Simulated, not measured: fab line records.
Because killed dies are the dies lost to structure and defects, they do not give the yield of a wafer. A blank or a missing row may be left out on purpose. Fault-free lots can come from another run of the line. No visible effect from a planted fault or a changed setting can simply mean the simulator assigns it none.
fab line records | flow n5-finfet
record lots=10 wafers=29 last-day=18
route steps=1938 shown BEOL_M0_SAQP@689 BEOL_M0_CUTY@713 BEOL_M0@716 BEOL_M4@1111 PASSIVATION@1936
lots that met no fault: taken from a fault-free run of the same line
start-h: hours from the record's opening day to when the first of the lot's shown wafers began | wait-h: how many hours have passed since the lot's step before this one | " as in the row above | L1.1+2: a row that stands for several wafers | - no value present, or no start provided | * or withheld: withheld | < > ~ a bound
route shown NAME@n: names a module that has steps shown in the file, with the first one's number in the route | usual: the fault-free wafers' mean and standard deviation | same: alike in all rows | chamber/n: place in a boat | sites: per-site readings | _std_site: standard deviation of those values | _edge_site: outer sites' mean less inner sites' | radius-mm: for every site, how far away it sits from the centre of the wafer | mask NAME#n: copy n | behind: the most recent tool/chamber to have shaped the wafer | hold: the reason the lot was held/the length of the hold in hours/how it ended | device: transistor that didn't switch, given as n, p or np | end of line: the same wafers' tests at the end of the route | a step given without rows: its recipe and nothing more | killed: dies that structure and defects cost at the first sort, which is not the same as the wafer's yield | map: the dies of a wafer, with x for killed, . for not killed, _ for no die there
set.NAME: the run value of the setting; set.NAME@STEP: its run value at that earlier step | model.NAME: the simulator's own value behind a step, which no gauge read
the route's steps for a sample of lots (tables are steps, rows are wafers)
services: when a tool's chamber went out of use (start-h, in hours from the record's first day, below 0 if earlier), for how many hours, and the reason
## steps
# step N5_BEOL_M0_SAQP_CD_MEAS_40
# recipe target-cd-nm=30 landing-energy-ev=500 detector=se-inlens
# usual cd-nm=29.95/0.23
# same landing-energy-ev=500
# columns lot.wafer tool chamber start-h wait-h cd-nm
L588.2 cd-sem-03 0 114.91 - 30.05
L588.3 " 0 " " 30.27
L588.5 " 0 " " 30.00
L589.1 cd-sem-01 0 122.13 - 29.95
L589.2 " 0 " " 29.58
L589.6 " 0 " " 29.89
L591.1 cd-sem-01 0 128.63 - 30.21
L591.5 " 0 " " 30.47
L594.2 cd-sem-02 0 148.59 - 30.10
L594.5 " 0 " " 29.90
L594.6 " 0 " " 29.93
L595.1 cd-sem-01 0 153.83 - 29.90
L595.3 " 0 " " 30.25
L595.6 " 0 " " 29.89
L596.2 cd-sem-03 0 160.00 - 30.00
L596.4 " 0 " " 29.89
L596.5 " 0 " " 30.05
L597.1 cd-sem-03 0 165.40 - 30.16
L597.4 " 0 " " 30.14
L597.5 " 0 " " 30.11
L598.1 cd-sem-03 0 173.25 - 30.14
L598.5 " 0 " " 29.84
L598.6 " 0 " " 30.12
L605.1 cd-sem-02 0 214.82 - 29.95
L605.2 " 0 " " 30.06
L605.4 " 0 " " 30.11
L606.4 cd-sem-02 0 218.52 - 29.67
L606.5 " 0 " " 29.68
L606.6 " 0 " " 29.77
# step N5_BEOL_M0_SAQP_ALD_48
# recipe material=SiO2 target-thk-a=200 temp-c=100 ald-precursor-family=BDEAS ald-co-reactant=O2-plasma pulse-time-s=1 co-reactant-pulse-time-s=1 purge-time-s=2 co-reactant-purge-time-s=2 ald-cycles=139 pressure-torr=2
# usual chamber-pressure-Torr=2.000/0.0042 heater-power-w=80/10 precursor-pulse-height-rel=0.998/0.022 susceptor-temp-C=99.99/0.12
# columns lot.wafer tool chamber start-h wait-h chamber-pressure-Torr heater-power-w precursor-pulse-height-rel susceptor-temp-C
L588.2 ald-sin-02 1 115.37 0.0 2.004 68 1.013 99.97
L588.3 " 0 " " 1.997 82 0.992 100.08
L588.5 " 2 " " 2.003 106 1.035 99.93
L589.1 ald-sin-03 3 122.54 0.0 2.004 76 1.002 99.88
L589.2 " 2 " " 2.002 80 1.002 100.14
L589.6 " 0 " " 2.005 86 0.997 99.95
L591.1 ald-sin-02 2 129.04 0.0 2.000 106 0.974 99.73
L591.5 " 1 " " 1.999 70 1.003 100.09
L594.2 ald-sin-02 1 149.04 0.1 2.006 69 0.988 99.95
L594.5 " 3 " " 1.999 70 0.965 99.93
L594.6 " 2 " " 1.998 107 1.012 100.27
L595.1 ald-sin-03 3 154.24 0.0 2.009 76 0.995 100.03
L595.3 " 2 " " 2.003 80 0.962 100.04
L595.6 " 0 " " 2.002 85 1.014 99.96
L596.2 ald-sin-03 0 160.41 0.0 2.004 86 0.947 100.01
L596.4 " 3 " " 2.001 73 0.997 99.97
L596.5 " 3 " " 1.994 75 0.967 99.93
L597.1 ald-sin-01 2 166.35 0.6 2.003 77 1.026 99.90
L597.4 " 1 " " 1.993 86 0.969 100.07
L597.5 " 3 " " 1.995 77 1.002 100.10
L598.1 ald-sin-02 1 174.07 0.4 1.996 69 1.001 100.21
L598.5 " 0 " " 2.006 80 0.993 99.78
L598.6 " 1 " " 1.995 69 0.995 100.32
L605.1 ald-sin-02 2 215.25 0.1 1.998 103 0.966 99.92
L605.2 " 0 " " 2.004 81 1.035 100.25
L605.4 " 3 " " 2.000 71 0.974 100.18
L606.4 ald-sin-01 0 219.06 0.0 2.003 73 1.026 99.93
L606.5 " 3 " " 2.003 78 1.003 100.02
L606.6 " 0 " " 2.006 75 0.989 99.90
# step N5_BEOL_M0_CUTY_ETCH_63
# recipe chemistry=N2/H2 target=SOC target-depth-a=827 overetch-a=165 mask-material=SiARC temp-c=40 ion-energy-ev=200 time-s=124 pressure-mtorr=30 source-w=840 bias-w=150 n2-flow-sccm=200 h2-flow-sccm=200
# usual drypump-motor-current-A=5.5/0.43 oes-product-au=0.68/0.066 rf-fwd-power-W=837.0/2.9 rf-vpp-V=524.1/2.7 showerhead-plenum-p-Torr=2.54/0.093 throttle-valve-pct=17.71/0.24
# columns lot.wafer tool chamber start-h wait-h drypump-motor-current-A oes-product-au rf-fwd-power-W rf-hours-counter-h rf-vpp-V showerhead-plenum-p-Torr throttle-valve-pct
L588.2 rie-diel-01 1 116.44 0.0 5.2 0.58 841.3 234 526.9 2.63 17.94
L588.3 " 2 " " 6.0 0.57 837.5 213 519.8 2.41 17.98
L588.5 " 3 " " 5.0 0.79 838.4 - 526.9 2.59 17.43
L589.1 rie-diel-03 2 124.26 0.0 5.6 0.63 830.9 106 521.2 2.46 17.93
L589.2 " 1 " " 5.3 0.74 837.7 20 528.4 2.69 17.32
L589.6 " 0 " " 5.4 0.64 833.6 - 521.0 2.46 17.76
L591.1 rie-diel-04 1 130.26 0.0 6.5 0.73 843.3 30 522.1 2.48 18.04
L591.5 " 1 " " 6.5 0.73 842.1 - 523.4 2.48 18.05
L594.2 rie-diel-03 2 150.11 0.0 5.5 0.63 835.8 114 520.6 2.46 17.95
L594.5 " 2 " " 5.6 0.62 834.7 - 519.8 2.46 17.97
L594.6 " 1 " " 5.3 0.74 839.4 - 528.5 2.69 17.36
L595.1 rie-diel-01 0 155.30 0.0 5.5 0.77 838.5 3 522.3 2.49 17.63
L595.3 " 3 " " 5.0 0.75 837.8 20 525.2 2.58 17.45
L595.6 " 0 " " 5.5 0.77 841.1 - 521.4 2.49 17.65
L596.2 rie-diel-04 3 161.84 0.0 5.8 0.79 841.0 1 528.7 2.72 17.82
L596.4 " 1 " " 6.5 0.71 838.3 43 522.7 2.48 18.05
L596.5 " 0 " " 5.2 0.56 836.0 - 521.9 2.48 17.97
L597.1 rie-diel-03 1 167.54 0.0 5.3 0.73 837.8 31 528.1 2.69 17.33
L597.4 " 0 " " 5.3 0.63 838.2 129 520.8 2.46 17.77
L597.5 " 1 " " 5.4 0.74 840.7 - 527.8 2.69 17.34
L598.1 rie-diel-03 0 175.40 0.0 5.3 0.64 836.9 132 521.9 2.46 17.79
L598.5 " 1 " " 5.3 0.73 834.3 - 528.0 2.68 17.36
L598.6 " 0 " " 5.3 0.63 834.9 - 522.2 2.46 17.78
L605.1 rie-diel-01 1 216.51 0.0 5.3 0.74 1040.9 14 490.3 2.61 17.60
L605.2 " 0 " " 5.5 0.71 1040.1 27 487.3 2.48 17.67
L605.4 " 1 " " 5.2 0.74 1039.1 - 488.0 2.61 17.60
L606.4 rie-diel-01 1 220.99 0.1 5.3 0.72 1042.1 - 489.6 2.61 17.60
L606.5 " 3 " " 5.0 0.72 1039.5 - 489.0 2.57 17.51
L606.6 " 0 " " 5.5 0.71 1040.2 - 486.1 2.48 17.68
# step N5_BEOL_M0_HM_OPEN_105
# recipe chemistry=Cl2/BCl3 target-depth-a=120 target=TiN ion-energy-ev=150 pressure-mtorr=10 icp-w=1000 bias-w=126 Cl2_flow_sccm=53.25 bcl3-flow-sccm=21.75 Ar_flow_sccm=25
# usual bcl3-flow-sccm=21.74/0.069 drypump-motor-current-A=5.5/0.46 oes-product-au=0.70/0.079 throttle-valve-pct=21.77/0.16
# columns lot.wafer tool chamber start-h wait-h bcl3-flow-sccm drypump-motor-current-A oes-product-au rf-hours-counter-h throttle-valve-pct
L588.2 rie-metal-02 1 122.42 5.8 21.73 5.5 0.77 47 21.65
L588.3 " 1 " " 21.67 5.5 0.76 - 21.64
L588.5 " 1 " " 21.77 5.5 0.75 - 21.64
L589.1 rie-metal-02 1 126.53 2.1 21.62 5.5 0.76 47 21.66
L589.2 " 0 " " 21.73 5.8 0.66 94 21.78
L589.6 " 0 " " 21.76 5.8 0.66 - 21.78
L591.1 rie-metal-02 1 133.64 3.2 21.76 5.4 0.76 48 21.65
L591.5 " 0 " " 21.64 5.7 0.67 - 21.76
L594.2 rie-metal-02 0 151.88 1.6 21.85 5.8 0.66 96 21.77
L594.5 " 1 " " 21.76 5.5 0.75 - 21.67
L594.6 " 0 " " 21.80 5.8 0.66 - 21.78
L595.1 rie-metal-01 0 160.12 4.7 21.69 4.8 0.63 121 21.68
L595.3 " 0 " " 21.62 4.8 0.62 - 21.66
L595.6 " 1 " " 21.65 5.8 0.85 - 21.78
L596.2 rie-metal-02 0 162.59 0.6 21.77 5.7 0.67 97 21.78
L596.4 " 1 " " 21.65 5.5 0.73 - 21.67
L596.5 " 1 " " 21.69 5.5 0.75 - 21.65
L597.1 rie-metal-01 1 167.80 0.1 21.65 5.8 0.85 26 21.79
L597.4 " 0 " " 21.68 4.8 0.62 - 21.68
L597.5 " 0 " " 21.70 4.8 0.62 - 21.67
L598.1 rie-metal-02 1 178.10 2.5 21.74 5.5 0.75 52 21.63
L598.5 " 1 " " 21.77 5.5 0.75 - 21.64
L598.6 " 0 " " 21.74 5.8 0.66 - 21.77
L605.1 rie-metal-03 1 229.06 12.4 21.82 4.9 0.61 125 21.70
L605.2 " 0 " " 21.79 6.1 0.69 81 22.23
L605.4 " 0 " " 21.83 6.1 0.68 - 22.22
L606.4 rie-metal-03 0 234.09 12.9 21.74 6.2 0.68 - 22.21
L606.5 " 1 " " 21.81 4.9 0.61 - 21.72
L606.6 " 0 " " 21.71 6.2 0.68 - 22.24
# step N5_BEOL_M4_RC_MEAS_101
# usual DIBL_N=36.5/1.9 DIBL_P=36.4/2.2 IOFF_N=0.17/0.034 IOFF_P=0.21/0.036 ION_N=678/12 ION_P=462/7.1 SS_N=71.7/0.61 SS_P=73.4/0.71 VT_N=249/3.5 VT_P=-251/3
# columns lot.wafer tool chamber start-h wait-h DIBL_N[mV/V] DIBL_P[mV/V] IOFF_N[nA/um] IOFF_P[nA/um] ION_N[uA/um] ION_P[uA/um] SS_N[mV/dec] SS_P[mV/dec] VT_N[mV] VT_P[mV]
L589.1 prober-02 0 185.35 0.0 37.6 37.9 0.16 0.23 671 455 71.6 73.9 248 -250
L589.2 " 0 " " 40.3 40.5 0.23 0.27 691 471 71.8 75.4 243 -247
L589.6 " 0 " " 36.1 35.1 0.15 0.18 666 453 70.9 73.0 251 -253
L588.2 prober-01 0 185.84 0.2 37.7 37.9 0.21 0.25 689 467 72.5 74.7 244 -249
L588.3 " 0 " " 36.6 37.3 0.18 0.23 679 465 71.9 74.8 248 -250
L588.5 " 0 " " 37.5 37.5 0.19 0.23 683 461 72.7 73.5 246 -251
L591.1 prober-01 0 208.65 0.0 32.0 31.3 0.11 0.16 660 462 70.6 72.4 256 -253
L591.5 " 0 " " 36.2 37.0 0.19 0.25 694 475 71.7 73.5 246 -248
L594.2 prober-01 0 213.71 0.2 38.0 36.3 0.18 0.21 679 458 71.9 73.6 250 -251
L594.5 " 0 " " 38.1 36.2 0.17 0.19 669 453 72.0 73.5 252 -255
L594.6 " 0 " " 36.9 36.1 0.16 0.21 676 461 71.0 73.4 248 -249
L596.2 prober-01 0 237.59 0.2 36.3 34.0 0.13 0.17 664 456 70.8 72.6 253 -258
L596.4 " 0 " " 36.0 33.9 0.13 0.16 671 453 70.9 73.0 252 -255
L596.5 " 0 " " 35.0 32.9 0.12 0.16 658 458 71.3 72.2 256 -256
L595.1 prober-02 0 238.07 0.0 34.9 34.9 0.15 0.20 681 470 71.3 73.2 247 -250
L595.3 " 0 " " 35.3 33.9 0.15 0.19 666 458 71.8 72.7 249 -248
L595.6 " 0 " " 34.3 33.7 0.14 0.19 667 469 71.0 72.7 250 -253
L597.1 prober-01 0 249.88 0.0 38.7 38.9 0.20 0.23 692 470 72.4 74.4 244 -250
L597.4 " 0 " " 37.5 38.0 0.18 0.21 691 467 72.1 73.2 249 -252
L597.5 " 0 " " 36.0 35.6 0.14 0.17 664 457 71.6 73.2 254 -256
L598.1 prober-02 0 254.45 0.0 34.8 36.8 0.14 0.22 680 472 71.0 72.4 249 -247
L598.5 " 0 " " 35.9 37.5 0.16 0.22 672 464 72.0 72.7 249 -249
L598.6 " 0 " " 38.4 41.5 0.22 0.30 706 483 72.2 73.6 243 -243
L605.1 prober-01 0 299.84 0.0 38.4 39.3 0.20 0.25 689 470 71.7 73.9 244 -248
L605.2 " 0 " " 36.4 37.1 0.16 0.21 674 459 71.1 73.2 250 -251
L605.4 " 0 " " 36.3 36.7 0.17 0.21 700 474 71.9 73.1 247 -251
L606.4 prober-01 0 307.56 0.5 33.3 34.4 0.14 0.16 686 462 72.0 72.5 250 -254
L606.5 " 0 " " 33.8 34.5 0.12 0.16 662 455 71.7 73.3 254 -253
L606.6 " 0 " " 35.5 36.3 0.16 0.19 674 456 71.9 73.9 250 -253
# step N5_PASSIVATION_PROBE_49
# usual defect-limited-yield=91.0/1.5 killed_at_M0_to_M3=35/11 killed_at_M4_up=13/5 killed-at-contacts=12/5.9 killed-at-front-end=42/13 killed-at-other=3/3.2 killed-dies=106/18 killed-open=69/13 killed-short=35/8.9 sort_bin_5_function=5.2/0.95 sort_bin_6_memory=3.3/0.71 sort-n-pass=1074/18 sort-yield-pct=91.0/1.5
# same gross-dies=1180 killed-at-back-side=0 sort_bin_4_leakage[%]=0 sort_bin_8_speed[%]=0
# columns lot.wafer tool chamber start-h wait-h defect-limited-yield[%] killed_at_M0_to_M3 killed_at_M4_up killed-at-contacts killed-at-front-end killed-at-other killed-dies killed-open killed-short sort_bin_5_function[%] sort_bin_6_memory[%] sort-n-pass sort-yield-pct[%]
L589.1 prober-01 - 291.25 0.0 88.6 41 15 6 64 8 134 70 60 6.9 3.8 1046 88.6
L589.2 prober-01 - 291.30 0.1 89.2 34 19 21 51 3 128 80 44 6.4 4.2 1052 89.2
L589.6 prober-01 - 291.50 0.3 89.2 42 12 12 49 12 127 73 51 6.0 4.0 1053 89.2
L588.2 prober-02 - 304.75 0.1 92.5 21 9 13 43 3 89 56 33 4.1 3.2 1091 92.5
L588.3 prober-02 - 304.80 0.1 91.5 35 6 17 41 1 100 75 25 5.5 2.5 1080 91.5
L588.5 prober-02 - 304.90 0.2 90.9 34 12 25 34 2 107 76 31 5.0 3.6 1073 90.9
L594.2 prober-02 - 320.09 0.1 92.0 40 9 11 27 7 94 64 29 5.3 2.3 1086 92.0
L594.5 prober-02 - 320.24 0.2 90.1 41 15 28 28 5 117 88 27 5.6 4.0 1063 90.1
L594.6 prober-02 - 320.29 0.3 93.0 30 11 17 21 4 83 57 25 4.9 1.9 1097 93.0
L591.1 prober-01 - 323.83 0.0 91.4 32 9 10 48 3 102 64 38 4.8 3.5 1078 91.4
L591.5 prober-01 - 324.03 0.2 90.8 27 19 10 47 6 109 65 43 5.2 3.4 1071 90.8
L595.1 prober-01 - 344.90 0.0 92.9 15 17 19 27 6 84 60 22 3.8 2.9 1096 92.9
L595.3 prober-01 - 345.00 0.1 91.6 18 12 26 43 0 99 72 27 5.3 2.9 1081 91.6
L595.6 prober-01 - 345.15 0.3 92.4 30 13 7 38 2 90 59 29 4.9 2.4 1090 92.4
L596.2 prober-01 - 354.06 0.1 90.2 26 8 23 51 8 116 81 33 5.8 3.6 1064 90.2
L596.4 prober-01 - 354.16 0.2 90.0 39 21 20 36 2 118 74 44 6.2 3.2 1062 90.0
L596.5 prober-01 - 354.21 0.2 90.9 28 5 20 52 2 107 70 31 5.1 3.4 1073 90.9
L597.1 prober-02 - 363.27 0.0 90.4 49 14 6 32 12 113 65 47 5.3 3.5 1067 90.4
L597.4 prober-02 - 363.42 0.2 88.6 66 8 5 54 1 134 86 47 6.8 4.2 1046 88.6
L597.5 prober-02 - 363.47 0.2 92.5 43 17 6 21 2 89 53 33 4.3 3.2 1091 92.5
L598.1 prober-01 - 366.84 0.0 92.1 31 21 6 28 7 93 52 37 4.4 3.0 1087 92.1
L598.5 prober-01 - 367.04 0.2 92.2 26 21 5 39 1 92 59 30 4.5 3.1 1088 92.2
L598.6 prober-01 - 367.09 0.3 92.5 27 16 3 38 4 88 66 22 4.3 2.7 1092 92.5
L605.1 prober-02 - 414.09 0.0 91.4 34 15 1 45 6 101 66 34 5.5 2.8 1079 91.4
L605.2 prober-02 - 414.14 0.1 91.0 49 9 5 41 2 106 62 42 6.3 2.5 1074 91.0
L605.4 prober-02 - 414.24 0.2 90.5 53 16 9 33 1 112 82 30 5.4 4.0 1068 90.5
L606.4 prober-01 - 425.43 0.2 93.6 25 11 13 23 3 75 47 26 3.9 2.3 1105 93.6
L606.5 prober-01 - 425.48 0.2 91.0 49 13 7 32 5 106 71 34 6.3 2.6 1074 91.0
L606.6 prober-01 - 425.53 0.3 92.8 32 6 12 35 0 85 56 26 4.9 2.0 1095 92.8
# killed by level:class
L589.1 FIN_SAQP:geometric-particle:short=23 BEOL_M0_SAQP:geometric-particle:open=14 FIN_SAQP:geometric-particle:open=13 BEOL_M0_SAQP:geometric-particle:short=11 STI_FIN_REVEAL:geometric-particle:open=8 BEOL_M2:geometric-particle:open=6 BEOL_M4:geometric-particle:open=6 STARTING-WAFER:geometric-particle:short=5
L589.2 MOL_CONTACT_COAG:geometric-particle:open=14 FIN_SAQP:geometric-particle:short=12 STI_FIN_REVEAL:geometric-particle:open=10 BEOL_M4:geometric-particle:open=9 BEOL_M0_SAQP:geometric-particle:open=8 BEOL_M0_SAQP:geometric-particle:short=8 MOL_CONTACT_COAG:geometric-particle:short=7 FIN_SAQP:geometric-particle:open=5
L589.6 FIN_SAQP:geometric-particle:short=19 FIN_SAQP:geometric-particle:open=14 BEOL_M2:geometric-particle:open=14 MOL_CONTACT_COAG:geometric-particle:open=10 BEOL_M0_SAQP:geometric-particle:short=7 BEOL_M1:geometric-particle:open=6 STI_FIN_REVEAL:geometric-particle:open=5 BEOL_M4:geometric-particle:open=5
L588.2 FIN_SAQP:geometric-particle:short=13 STI_FIN_REVEAL:geometric-particle:open=12 MOL_CONTACT_COAG:geometric-particle:open=10 FIN_SAQP:geometric-particle:open=8 DUMMY_GATE:geometric-particle:open=6 BEOL_M2:geometric-particle:open=6 BEOL_M0_SAQP:geometric-particle:short=4 BEOL_M4:geometric-particle:open=4
L588.3 MOL_CONTACT_COAG:geometric-particle:open=15 STI_FIN_REVEAL:geometric-particle:open=14 BEOL_M0_SAQP:geometric-particle:open=8 BEOL_M1:geometric-particle:open=8 FIN_SAQP:geometric-particle:open=7 BEOL_M2:geometric-particle:open=5 STARTING-WAFER:geometric-particle:short=4 DUMMY_GATE:geometric-particle:open=4
L588.5 MOL_CONTACT_COAG:geometric-particle:open=17 STI_FIN_REVEAL:geometric-particle:open=13 BEOL_M3:geometric-particle:open=10 MOL_CONTACT_COAG:geometric-particle:short=8 FIN_SAQP:geometric-particle:short=7 BEOL_M4:geometric-particle:open=7 FIN_SAQP:geometric-particle:open=6 BEOL_M0_SAQP:geometric-particle:open=6
L594.2 BEOL_M0_SAQP:geometric-particle:open=13 MOL_CONTACT_COAG:geometric-particle:open=8 BEOL_M0_SAQP:geometric-particle:short=7 BEOL_M3:geometric-particle:open=7 STI_FIN_REVEAL:geometric-particle:open=6 BEOL_M2:geometric-particle:open=5 FIN_SAQP:geometric-particle:open=4 GATE_CUT:geometric-particle:open=4
L594.5 MOL_CONTACT_COAG:geometric-particle:open=26 BEOL_M2:geometric-particle:open=15 BEOL_M0_SAQP:geometric-particle:open=10 BEOL_M0_SAQP:geometric-particle:short=7 GATE_CUT:geometric-particle:open=5 BEOL_M4:geometric-particle:open=5 FIN_SAQP:geometric-particle:open=4 STI_FIN_REVEAL:geometric-particle:open=3
L594.6 MOL_CONTACT_COAG:geometric-particle:open=17 BEOL_M2:geometric-particle:open=7 BEOL_M0_SAQP:geometric-particle:open=6 ILD0:geometric-particle:short=4 BEOL_M0_SAQP:geometric-particle:short=4 BEOL_M3:geometric-particle:open=4 BEOL_M1:geometric-particle:open=4 FIN_SAQP:geometric-particle:short=3
L591.1 BEOL_M3:geometric-particle:open=10 SPACER0:geometric-particle:open=9 FIN_SAQP:geometric-particle:short=8 STI_FIN_REVEAL:geometric-particle:open=8 MOL_CONTACT_COAG:geometric-particle:open=7 BEOL_M2:geometric-particle:open=6 GATE_CUT:geometric-particle:short=5 STI_FIN_REVEAL:geometric-particle:short=4
L591.5 FIN_SAQP:geometric-particle:short=16 FIN_SAQP:geometric-particle:open=11 BEOL_M4:geometric-particle:open=8 MOL_CONTACT_COAG:geometric-particle:open=8 STI_FIN_REVEAL:geometric-particle:open=7 BEOL_M3:geometric-particle:short=6 BEOL_M0_SAQP:geometric-particle:short=4 BEOL_M0:geometric-particle:open=3
L595.1 MOL_CONTACT_COAG:geometric-particle:open=18 BEOL_M4:geometric-particle:open=9 FIN_SAQP:geometric-particle:open=5 STI_FIN_REVEAL:geometric-particle:open=5 GATE_CUT:geometric-particle:open=5 BEOL_M0_SAQP:geometric-particle:open=5 GATE_CUT:geometric-particle:short=4 BEOL_M4:geometric-particle:short=4
L595.3 MOL_CONTACT_COAG:geometric-particle:open=20 FIN_SAQP:geometric-particle:short=11 STI_FIN_REVEAL:geometric-particle:open=10 BEOL_M5:geometric-particle:open=7 MOL_CONTACT_COAG:geometric-particle:short=6 GATE_CUT:geometric-particle:short=6 BEOL_M1:geometric-particle:open=6 BEOL_M2:geometric-particle:open=6
L595.6 BEOL_M2:geometric-particle:open=10 FIN_SAQP:geometric-particle:short=7 STI_FIN_REVEAL:geometric-particle:open=7 GATE_CUT:geometric-particle:short=7 MOL_CONTACT_COAG:geometric-particle:open=7 FIN_SAQP:geometric-particle:open=5 BEOL_M6:geometric-particle:open=5 DUMMY_GATE:geometric-particle:open=4
L596.2 MOL_CONTACT_COAG:geometric-particle:open=21 BEOL_M0_SAQP:geometric-particle:open=13 STI_FIN_REVEAL:geometric-particle:open=10 FIN_SAQP:geometric-particle:short=7 FIN_SAQP:geometric-particle:open=6 STARTING-WAFER:geometric-particle:short=6 DUMMY_GATE:geometric-particle:open=5 BEOL_M2:geometric-particle:open=5
L596.4 MOL_CONTACT_COAG:geometric-particle:open=18 FIN_SAQP:geometric-particle:short=14 BEOL_M0_SAQP:geometric-particle:short=14 BEOL_M0_SAQP:geometric-particle:open=12 STI_FIN_REVEAL:geometric-particle:open=8 BEOL_M4:geometric-particle:open=7 BEOL_M2:geometric-particle:open=6 BEOL_M5:geometric-particle:open=4
L596.5 MOL_CONTACT_COAG:geometric-particle:open=15 FIN_SAQP:geometric-particle:open=14 FIN_SAQP:geometric-particle:short=9 STI_FIN_REVEAL:geometric-particle:open=9 BEOL_M0_SAQP:geometric-particle:short=8 BEOL_M1:geometric-particle:open=7 MOL_CONTACT_COAG:geometric-particle:short=5 BEOL_M0_SAQP:geometric-particle:open=5
L597.1 FIN_SAQP:geometric-particle:open=12 BEOL_M3:geometric-particle:open=11 BEOL_M0_SAQP:geometric-particle:short=9 FIN_SAQP:geometric-particle:short=7 BEOL_M2:geometric-particle:short=7 BEOL_M0_SAQP:geometric-particle:open=6 MIM_TOP_ETCH:geometric-particle:open=6 MOL_CONTACT_COAG:geometric-particle:open=5
L597.4 FIN_SAQP:geometric-particle:open=16 BEOL_M1:geometric-particle:open=13 STI_FIN_REVEAL:geometric-particle:open=11 BEOL_M0_SAQP:geometric-particle:short=11 BEOL_M0_SAQP:geometric-particle:open=10 FIN_SAQP:geometric-particle:short=8 BEOL_M3:geometric-particle:open=7 BEOL_M2:geometric-particle:open=6
L597.5 BEOL_M1:geometric-particle:open=9 BEOL_M0_SAQP:geometric-particle:short=8 BEOL_M3:geometric-particle:open=6 MOL_CONTACT_COAG:geometric-particle:open=5 BEOL_M1:geometric-particle:short=5 BEOL_M3:geometric-particle:short=5 STI_FIN_REVEAL:geometric-particle:open=4 BEOL_M0_SAQP:geometric-particle:open=4
L598.1 BEOL_M0_SAQP:geometric-particle:short=12 BEOL_M4:geometric-particle:open=10 BEOL_M0_SAQP:geometric-particle:open=6 FIN_SAQP:geometric-particle:open=4 STI_FIN_REVEAL:geometric-particle:open=4 GATE_CUT:geometric-particle:short=4 MOL_CONTACT_COAG:geometric-particle:open=4 BEOL_M2:geometric-particle:open=4
L598.5 BEOL_M3:geometric-particle:open=11 FIN_SAQP:geometric-particle:open=8 BEOL_M2:geometric-particle:open=8 BEOL_M4:geometric-particle:open=8 GATE_CUT:geometric-particle:short=6 MOL_CONTACT_COAG:geometric-particle:open=5 FIN_SAQP:geometric-particle:short=4 STARTING-WAFER:geometric-particle:open=4
L598.6 DUMMY_GATE:geometric-particle:open=9 BEOL_M3:geometric-particle:open=9 STI_FIN_REVEAL:geometric-particle:open=8 BEOL_M4:geometric-particle:open=8 BEOL_M1:geometric-particle:open=4 GATE_CUT:geometric-particle:short=4 FIN_SAQP:geometric-particle:short=3 GATE_CUT:geometric-particle:open=3
L605.1 FIN_SAQP:geometric-particle:open=17 BEOL_M3:geometric-particle:open=9 STI_FIN_REVEAL:geometric-particle:open=8 BEOL_M4:geometric-particle:open=7 FIN_SAQP:geometric-particle:short=5 BEOL_M0_SAQP:geometric-particle:short=5 BEOL_M3:geometric-particle:short=5 STARTING-WAFER:geometric-particle:short=5
L605.2 FIN_SAQP:geometric-particle:open=13 BEOL_M0_SAQP:geometric-particle:short=10 FIN_SAQP:geometric-particle:short=7 BEOL_M0_SAQP:geometric-particle:open=7 BEOL_M3:geometric-particle:short=7 BEOL_M3:geometric-particle:open=6 BEOL_M1:geometric-particle:open=5 BEOL_M2:geometric-particle:open=5
L605.4 BEOL_M1:geometric-particle:open=12 BEOL_M0_SAQP:geometric-particle:open=12 BEOL_M3:geometric-particle:open=12 FIN_SAQP:geometric-particle:open=9 STI_FIN_REVEAL:geometric-particle:open=7 MOL_CONTACT_COAG:geometric-particle:open=7 BEOL_M4:geometric-particle:open=7 BEOL_M1:geometric-particle:short=6
L606.4 MOL_CONTACT_COAG:geometric-particle:open=10 BEOL_M4:geometric-particle:open=7 BEOL_M0_SAQP:geometric-particle:open=6 BEOL_M3:geometric-particle:open=5 BEOL_M1:geometric-particle:open=4 FIN_SAQP:geometric-particle:short=3 DUMMY_GATE:geometric-particle:open=3 SPACER0:geometric-particle:short=3
L606.5 BEOL_M3:geometric-particle:open=15 BEOL_M2:geometric-particle:open=13 FIN_SAQP:geometric-particle:short=6 FIN_SAQP:geometric-particle:open=6 GATE_CUT:geometric-particle:open=5 MOL_CONTACT_COAG:geometric-particle:open=5 BEOL_M0_SAQP:geometric-particle:short=5 ILD0:geometric-particle:short=4
L606.6 BEOL_M2:geometric-particle:open=9 FIN_SAQP:geometric-particle:short=7 MOL_CONTACT_COAG:geometric-particle:open=7 BEOL_M0_SAQP:geometric-particle:open=7 FIN_SAQP:geometric-particle:open=5 BEOL_M3:geometric-particle:open=5 STARTING-WAFER:geometric-particle:open=4 GATE_CUT:geometric-particle:open=3
## services
# columns tool chamber start-h hours kind
rie-metal-03 1 93.27 4.2 repair
ald-sin-01 0 99.23 18.9 repair
ald-sin-01 2 105.64 5.0 repair
rie-diel-03 - 111.08 2.8 pm
rie-diel-01 0 128.11 - clean
rie-diel-01 0 128.11 - consumable-replace:focus-ring
ald-sin-01 0 135.09 3.7 repair
rie-metal-03 1 139.92 7.6 repair
rie-diel-03 1 141.39 6.8 repair
rie-metal-03 0 143.97 12.3 repair
ald-sin-03 1 147.19 7.9 repair
rie-diel-03 0 149.41 9.5 repair
rie-diel-01 1 153.53 - clean
rie-diel-01 1 153.53 - consumable-replace:focus-ring
rie-diel-01 1 153.53 22.3 scheduled-down
rie-diel-01 1 153.53 22.3 vent-cycle
rie-diel-04 2 165.85 1.5 repair
ald-sin-02 1 169.32 4.6 repair
rie-diel-04 0 170.71 17.3 repair
rie-diel-01 3 183.63 4.1 repair
rie-metal-01 - 188.36 28.1 pm
ald-sin-02 3 205.56 - calibration
ald-sin-03 3 222.60 5.0 repair
rie-metal-01 - 224.85 1.7 repair
## key
first-sign step=N5_BEOL_M0_CUTY_ETCH_63 reading=rf-fwd-power-W direction=up sigmas=69 usual=* struck=*
effect step=N5_BEOL_M0_CUTY_ETCH_63 reading=rf-vpp-V direction=down sigmas=13 usual=524.1 struck=488.4
met-at N5_BEOL_M0_CUTY_ETCH_63
struck-lots L605,L606
not-acting-at N5_BEOL_M0_SAQP_CD_MEAS_40,N5_BEOL_M0_SAQP_ALD_48,N5_BEOL_M0_HM_OPEN_105
onset-between 155.30 216.51
fault kind=process-parameter-drift tool=rie-diel-01 chamber=- onset-h=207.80 steps=N5_BEOL_M0_CUTY_ETCH_63 channel=source-w offset=201.6 shape=step end-h=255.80 acts-in=these-recipes-only stated=840
